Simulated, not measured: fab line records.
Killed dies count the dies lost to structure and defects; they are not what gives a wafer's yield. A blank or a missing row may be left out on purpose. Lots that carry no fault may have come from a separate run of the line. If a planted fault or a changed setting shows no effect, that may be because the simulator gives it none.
The tool behind it: which one? -- flow nand-harc -- 15 lots, 43 wafers sampled, at 5 steps of a route of 1302

## WHAT THE GAUGES READ, wafer by wafer
NHARC_A_ONON_D2_THK_MEAS_11: measures by ellipsometry.
lot,measured,on,thk-nm (nm)
L909,day 11 07:06,film-metro-01,998 998 999
L910,day 12 16:32,film-metro-02,1019 1016 1020
L915,day 14 16:34,film-metro-02,980 1485
L918,day 15 14:43,film-metro-01,984 1487 984
L920,day 16 02:35,film-metro-01,1004 1006 1003
L919,day 16 02:35,film-metro-01,1499 1498
L922,day 17 08:01,film-metro-01,1010 1012 1010
L924,day 18 06:11,film-metro-01,999 1000 1001
L925,day 18 15:40,film-metro-01,1003 1001 1003
L926,day 19 05:17,film-metro-01,1010 1010 1011
L927,day 19 04:56,film-metro-02,1012 1014 1013
L928,day 19 23:31,film-metro-02,995 994 993
L929,day 20 06:22,film-metro-01,1010 1009 1007
L930,day 20 12:22,film-metro-01,993 993 991
L931,day 20 18:13,film-metro-01,1015 1013 1012

NHARC_A_ONON_D2_THK_MEAS_27: measures by ellipsometry.
lot,measured,on,thk-nm (nm)
L909,day 11 16:46,film-metro-01,999 996 998
L910,day 13 02:38,film-metro-01,1015 1013 1012
L915,day 15 03:49,film-metro-01,1005 1005
L918,day 16 00:19,film-metro-01,984 985 984
L920,day 16 12:17,film-metro-01,1015 1014 1016
L919,day 16 12:18,film-metro-02,995 996
L922,day 17 19:38,film-metro-02,1001 1001 1002
L924,day 18 16:14,film-metro-01,1015 1014 1013
L925,day 19 01:41,film-metro-02,1001 1003 1002
L926,day 19 14:35,film-metro-02,985 986 986
L927,day 19 14:35,film-metro-01,1005 1005 1006
L928,day 20 12:23,film-metro-02,1010 1012 1010
L929,day 20 17:31,film-metro-01,995 994 992
L930,day 21 00:27,film-metro-02,1003 1003 1003
L931,day 21 08:08,film-metro-02,1002 1002 1000

## WHAT TOOL EACH LOT RAN ON (gives the tool, then ch and the chambers of the sampled wafers, and finally the start)
lot,NHARC_A_CHANNEL_FILL_D1_STRIP_29,NHARC_A_DECK1_JOINT_CMP_02,NHARC_A_ONON_D2_DEP_09
L909,"rie-diel-06 ch 0,2,3, day 11 04:00 or earlier","cmp-02 ch 0,1,3, day 11 04:00","pecvd-onon-04 ch 0, day 11 06:35"
L910,"rie-diel-08 ch 2,3, day 12 13:36 or earlier","cmp-02 ch 0,1,3, day 12 13:36","pecvd-onon-01 ch 0, day 12 16:02"
L915,"rie-diel-09 ch 1,3, day 14 13:39 or earlier","cmp-02 ch 0,2, day 14 13:39","pecvd-onon-04 ch 0, day 14 16:04"
L918,"rie-diel-08 ch 0,1,3, day 15 11:36 or earlier","cmp-02 ch 0,2,3, day 15 11:36","pecvd-onon-04 ch 0, day 15 14:12"
L920,"rie-diel-09 ch 0,1,3, day 15 23:36 or earlier","cmp-03 ch 1,2, day 15 23:36","pecvd-onon-03 ch 0, day 16 02:05"
L919,"rie-diel-06 ch 2, day 14 07:46","cmp-04 ch 0,3, day 15 23:38","pecvd-onon-04 ch 0, day 16 02:08"
L922,"rie-diel-06 ch 0,1,2, day 17 05:01 or earlier","cmp-02 ch 1,2, day 17 05:01","pecvd-onon-01 ch 0, day 17 07:37"
L924,"rie-diel-06 ch 1,3, day 18 03:12 or earlier","cmp-04 ch 1,2,3, day 18 03:12","pecvd-onon-04 ch 0, day 18 05:41"
L925,"rie-diel-09 ch 0,1,2, day 16 17:05","cmp-04 ch 0,1,3, day 18 12:46","pecvd-onon-01 ch 0, day 18 15:10"
L926,"rie-diel-08 ch 0,2, day 19 01:41 or earlier","cmp-04 ch 0,2, day 19 01:41","pecvd-onon-04 ch 0, day 19 04:46"
L927,"rie-diel-09 ch 1,2,3, day 19 01:42 or earlier","cmp-02 ch 1,2, day 19 01:42","pecvd-onon-03 ch 0, day 19 04:29"
L928,"rie-diel-08 ch 0,3, day 19 20:31 or earlier","cmp-04 ch 0,3, day 19 20:31","pecvd-onon-04 ch 0, day 19 23:00"
L929,"rie-diel-06 ch 2,3, day 18 12:03","cmp-02 ch 1,3, day 20 03:24","pecvd-onon-01 ch 0, day 20 05:55"
L930,"rie-diel-08 ch 0,1,3, day 20 09:25 or earlier","cmp-03 ch 1,2,3, day 20 09:25","pecvd-onon-01 ch 0, day 20 11:52"
L931,"rie-diel-08 ch 0,2,3, day 20 15:13 or earlier","cmp-03 ch 1,2, day 20 15:13","pecvd-onon-03 ch 0, day 20 17:41"
- NHARC_A_CHANNEL_FILL_D1_STRIP_29: strips in O2, time 20 s.
- NHARC_A_DECK1_JOINT_CMP_02: polishes SiOx.
- NHARC_A_ONON_D2_DEP_09: target thk 1000 nm.

## AS READ BY THE TOOLS THEMSELVES (means over the sampled wafers that have a number; for cases with no such wafer, the mark the record gives instead)
NHARC_A_CHANNEL_FILL_D1_STRIP_29.
lot,tool,chamber-pressure-mTorr (mTorr),drypump-motor-current-A (A),oes-product-au (a.u.),rf-vpp-V (V),showerhead-plenum-p-Torr (Torr),throttle-valve-pct (%)
L909,rie-diel-06,59.97,5.9,0.999,57.6,3.63,17.053
L910,rie-diel-08,60.04,6.3,0.993,57.5,3.49,17.033
L915,rie-diel-09,59.98,5.4,1.004,58.2,3.55,17.044
L918,rie-diel-08,60.01,5.6,1.005,58.2,3.55,17.039
L920,rie-diel-09,59.99,5.4,1.010,59.2,3.57,17.030
L919,rie-diel-06,60.02,6.4,0.996,57.5,3.77,17.047
L922,rie-diel-06,60.05,5.9,1.009,58.8,3.65,17.037
L924,rie-diel-06,60.02,5.5,1.004,57.8,3.63,17.031
L925,rie-diel-09,59.98,5.3,0.999,58.6,3.51,17.035
L926,rie-diel-08,60.02,5.3,1.004,58.2,3.58,17.041
L927,rie-diel-09,60.01,5.3,1.001,57.4,3.52,17.044
L928,rie-diel-08,59.99,5.5,0.994,58.2,3.47,17.043
L929,rie-diel-06,60.02,5.9,0.989,57.5,3.65,17.032
L930,rie-diel-08,59.96,5.6,0.997,58.8,3.55,17.036
L931,rie-diel-08,59.99,5.8,1.002,57.3,3.53,17.040

NHARC_A_DECK1_JOINT_CMP_02.
lot,tool,edge-zone-pressure-frac,motor-current-A (A)
L909,cmp-02,1.001,10.5
L910,cmp-02,1.000,10.8
L915,cmp-02,0.999,11.2
L918,cmp-02,0.994,11.5
L920,cmp-03,0.996,12.9
L919,cmp-04,0.996,12.2
L922,cmp-02,1.006,10.5
L924,cmp-04,1.000,11.7
L925,cmp-04,0.998,12.0
L926,cmp-04,1.007,12.3
L927,cmp-02,0.999,10.9
L928,cmp-04,1.002,12.7
L929,cmp-02,1.003,10.3
L930,cmp-03,0.999,11.9
L931,cmp-03,0.999,12.3

## THE ANSWER, worked out from the rows above alone
Rule: the lots themselves supply what counts as usual. The widest of any qualifying gaps counts: lots, ordered by their means at a reading, are off when they make up no more than a third of the lots, leave a main group of 4 or more, and stand apart from it by 3 or more times the standard deviation of that group's means. If all means in a main group match to the digits the tables above print for the reading, that group is not used. A lot without any number at a reading at which 4 lots or more have one is off too. Any other lot the step has rows for is counted as sound. The gauges are gone through in route order, then the tools' own readings, and for those a lot's mean is taken as printed above. At the first step where some lot is off, the reading lying furthest off is the one used; lots without a number count as furthest.
Off, at NHARC_A_ONON_D2_THK_MEAS_11 on thk-nm: L915, L918, L919. Mean 1005 nm and standard deviation 7.9 in the main group.
A tool fits if, at a process step before that reading, it ran every lot that is off, and no sound lot after the first of them. Gauges at NHARC_A_ONON_D2_THK_MEAS_11: tried the same way as those tools. NHARC_A_CHANNEL_FILL_D1_STRIP_29: start missing for some lots; hours and lot order therefore follow NHARC_A_DECK1_JOINT_CMP_02. No candidate that was tried fits.

## WHAT THE SIMULATOR HAD PUT IN
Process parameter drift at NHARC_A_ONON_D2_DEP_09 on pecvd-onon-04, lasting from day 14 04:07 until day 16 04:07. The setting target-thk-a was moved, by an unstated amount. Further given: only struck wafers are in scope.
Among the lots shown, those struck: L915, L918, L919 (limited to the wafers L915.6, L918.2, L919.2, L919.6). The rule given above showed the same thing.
